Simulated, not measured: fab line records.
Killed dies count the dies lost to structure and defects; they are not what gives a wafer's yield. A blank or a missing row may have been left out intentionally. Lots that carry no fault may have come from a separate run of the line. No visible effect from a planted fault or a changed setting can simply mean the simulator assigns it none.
Split-lot experiment ; flow n5_finfet ; route with 1938 steps; 7 lots, 21 wafers read

ON THE SPLIT
At N5_BEOL_M15_ILD_DEP_00 (deposits SiO2 from TEOS/O2, target thk 1629.3 nm, time 346.1 s), the setting time_s was moved away from the recipe's 346.1 s on 8 of the 21 wafers read, by -12.5% to +9.1%. The other wafers ran this setting at the recipe's value.

Split to reading: the file shows no intervening step.

THE READING
M15_ILD_THK in nanometres, read at N5_BEOL_M15_THK_MEAS_01. On this fab line, fault-free wafers typically give 1622 nm with a standard deviation of 24 nm.

wafer;tool, chamber at the split;time_s as run, s;against the recipe;M15_ILD_THK, nm;against lot-mates on the recipe
L079.1;pecvd-04, 0;346.1;recipe;1619;-
L079.3;pecvd-04, 1;346.1;recipe;1595;-
L079.5;pecvd-04, 1;346.1;recipe;1620;-
L082.1;pecvd-04, 0;346.1;recipe;1601;-
L082.2;pecvd-04, 2;346.1;recipe;1572;-
L082.4;pecvd-04, 0;324.1;-6.4%;1529;-58
L083.1;pecvd-03, 1;346.1;recipe;1648;-
L083.3;pecvd-03, 2;346.1;recipe;1644;-
L083.6;pecvd-03, 0;346.1;recipe;1631;-
L089.3;pecvd-04, 0;377.7;+9.1%;1773;+140
L089.5;pecvd-04, 0;377.7;+9.1%;1803;+170
L089.6;pecvd-04, 1;346.1;recipe;1633;-
L090.2;pecvd-04, 0;346.1;recipe;1633;-
L090.3;pecvd-04, 2;310.7;-10.2%;1470;-172
L090.4;pecvd-04, 1;346.1;recipe;1650;-
L094.2;pecvd-03, 1;315.6;-8.8%;1495;-115
L094.3;pecvd-03, 0;315.6;-8.8%;1454;-156
L094.5;pecvd-03, 0;346.1;recipe;1610;-
L095.1;pecvd-04, 0;302.8;-12.5%;1406;-202
L095.3;pecvd-04, 2;302.8;-12.5%;1393;-215
L095.4;pecvd-04, 0;346.1;recipe;1608;-

FIT RESULTS
A straight line over all 21 wafers: M15_ILD_THK changes by +17.2 nm for each +1% of time_s; r = +0.98; the points scatter about the line by 21 nm.
The same after taking each lot's own level away (the mean of its wafers on the recipe; 21 wafers): +16.2 nm for each +1%; r = +0.99; scatter 16 nm.
The reading moves by 2e+02 nm for the largest change in time_s, on that fit.
The span of the lots' own levels, 1586.5 to 1641.5 nm, comes to 2.3 times the standard deviation stated above.
The two slopes agree, so the slope changes little with the lot-to-lot level.
Check: -200 nm against its lot-mates is what the line predicts for one of the wafers moved furthest among these (-12.5%) when that wafer is left out of the fit. It came out at -202 nm against them.

OTHER SPLITS ON THESE WAFERS
Note: prior to the reading, these wafers also went through further splits. Each is held against what the fit with the lots' levels taken away leaves over:
other split on the same wafers;wafers away from the commonest value;r with M15_ILD_THK (lot level and that fit taken away)
N5_BEOL_M11_DEGAS_44 temp_c;7;+0.18
N5_BEOL_M12_TRENCH_ETCH_34 time_s;7;-0.17
N5_BEOL_M12_SPUTTER_45 time_s;5;+0.11
N5_BEOL_M13_ETCH_68 time_s;5;-0.16

THE WHOLE CHAIN: every reading that the file lists as answering this split, in the file's order
step;what it does;reading;change (the file's fit);r (the file's)
N5_BEOL_M15_ILD_DEP_00;deposits SiO2 from TEOS/O2, target thk 1629.3 nm, time 346.1 s;SiO2_of_BEOL_M15_ILD_DEP_00.thk_nm (the simulator's own value, which no gauge read);+15.9 nm for each +1% of the setting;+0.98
N5_BEOL_M15_THK_MEAS_01;;M15_ILD_THK;+15.8 for each +1% of the setting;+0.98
N5_BEOL_M15_VIA_ETCH_16;etches SiO2 in C4F8/O2/Ar, target depth 1792.2 nm;etch.depth_nm (the simulator's own value, which no gauge read);+15.9 nm for each +1% of the setting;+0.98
N5_BEOL_M15_VIA_ETCH_16;etches SiO2 in C4F8/O2/Ar, target depth 1792.2 nm;coat_of_BEOL_M15_COAT_04.thk_nm (the simulator's own value, which no gauge read);-3.07 nm for each +1% of the setting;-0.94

THE FILE'S OWN FIT
M15_ILD_THK changes by +15.8 nm for each +1% of time_s, r = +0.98.
